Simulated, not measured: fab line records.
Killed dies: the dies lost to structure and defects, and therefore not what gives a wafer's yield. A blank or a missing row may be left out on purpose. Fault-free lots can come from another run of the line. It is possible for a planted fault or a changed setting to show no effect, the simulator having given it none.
Which tool did it? | flow nand harc | 24 lots, 72 wafers sampled, at 2 steps of a route of 1302

## WHAT THE GAUGES READ, wafer by wafer
NHARC_A_ONON_D1_THK_MEAS_21: measures by ellipsometry.
lot  | measured     | on            | thk nm (nm)
L074 | day 8 07:38  | film metro-02 | 1008 1008 1010
L075 | day 8 14:57  | film metro-01 | 1014 1015 1013
L076 | day 9 03:35  | film metro-02 | 1001 1004 1001
L077 | day 9 03:35  | film metro-01 | 992 990 991
L078 | day 9 23:13  | film metro-01 | 1005 1004 1004
L079 | day 10 06:23 | film metro-01 | 991 992 994
L080 | day 10 22:08 | film metro-01 | 999 998 999
L082 | day 11 12:47 | film metro-01 | 985 986 985
L081 | day 11 12:49 | film metro-01 | 996 995 996
L083 | day 12 03:09 | film metro-01 | 995 996 993
L084 | day 12 09:47 | film metro-02 | 1003 1004 1003
L085 | day 12 19:38 | film metro-01 | 1006 1007 1005
L086 | day 13 15:00 | film metro-01 | 1003 1000 1002
L087 | day 13 15:01 | film metro-02 | 993 993 995
L088 | day 14 03:39 | film metro-01 | 971 972 971
L089 | day 14 17:36 | film metro-02 | 984 984 983
L090 | day 15 04:09 | film metro-01 | 1010 1009 1012
L091 | day 15 04:10 | film metro-01 | 999 1001 1000
L092 | day 15 13:42 | film metro-02 | 997 999 997
L094 | day 16 07:05 | film metro-02 | 1007 1007 1004
L093 | day 16 07:05 | film metro-01 | 1017 1015 1016
L095 | day 16 21:44 | film metro-01 | 1000 1002 1000
L096 | day 18 02:17 | film metro-02 | 1008 1008 1008
L097 | day 18 02:26 | film metro-01 | 1010 1010 1011

NHARC_A_CHANNEL_HOLE_D1_CD_MEAS_30.
lot  | measured     | on        | cd nm (nm)
L074 | day 8 19:47  | cd sem-01 | 91.1 90.5 88.7
L075 | day 9 05:32  | cd sem-03 | 90.5 88.9 90.2
L076 | day 9 21:34  | cd sem-01 | 91.4 90.3 91.5
L077 | day 9 17:42  | cd sem-02 | 91.4 90.2 89.0
L078 | day 10 11:10 | cd sem-03 | 91.2 90.8 91.4
L079 | day 10 22:16 | cd sem-02 | 90.2 90.3 90.6
L080 | day 11 10:42 | cd sem-01 | 88.8 90.5 88.3
L082 | day 12 05:45 | cd sem-03 | 90.8 90.2 92.0
L081 | day 12 04:14 | cd sem-03 | 89.5 91.1 89.8
L083 | day 12 16:51 | cd sem-02 | 86.6 87.5 86.1
L084 | day 12 21:31 | cd sem-02 | 88.5 91.0 89.8
L085 | day 13 12:03 | cd sem-02 | 88.1 91.4 89.5
L086 | day 14 07:19 | cd sem-02 | 88.9 91.6 89.1
L087 | day 14 05:18 | cd sem-01 | 89.4 87.8 93.0
L088 | day 14 15:40 | cd sem-03 | 89.3 91.3 90.6
L089 | day 15 08:42 | cd sem-01 | 90.1 91.9 91.1
L090 | day 15 16:01 | cd sem-01 | 89.6 89.3 89.7
L091 | day 15 16:16 | cd sem-01 | 90.8 89.5 93.8
L092 | day 16 01:46 | cd sem-03 | 89.5 90.5 89.2
L094 | day 16 20:01 | cd sem-02 | 88.7 89.9 88.4
L093 | day 16 18:52 | cd sem-01 | 90.0 89.1 89.3
L095 | day 17 15:18 | cd sem-02 | 89.3 89.3 89.2
L096 | day 18 14:14 | cd sem-03 | 90.4 88.5 89.0
L097 | day 18 15:17 | cd sem-02 | 88.8 87.6 89.2

## EACH LOT AND THE TOOL THAT RAN IT (in order: tool; ch and the chambers of the sampled wafers; start)
No process step before these readings appears in the record.

## AS READ BY THE TOOLS THEMSELVES (means over the sampled wafers that have a number; for cases with no such wafer, the mark the record gives instead)
The record holds no such reading with a usual standard deviation.

## THE ANSWER, worked out from the rows above alone
Rule: what is usual is taken from the lots themselves. Put in order of their means at a reading, lots are off if they are a third of the lots or fewer, leave a main group of 4 or more, and stand apart from it by a gap of 3 or more times the standard deviation of the main group's means; of several such gaps the widest counts. If all means in a main group match to the digits the tables above print for the reading, that group is not used. Also off: a lot with no number at a reading for which 4 or more lots have one. The other lots that the step has rows for count as sound. Order of review: gauges by route order, followed by the tools' own readings, for which a lot's mean as printed above is used. The first step at which some lot is off is used, and at that step the reading that is off furthest; a lot without a number counts as furthest.
No lot is off on any of the readings shown, so nothing can be concluded from this.

## WHAT THE SIMULATOR HAD INSERTED
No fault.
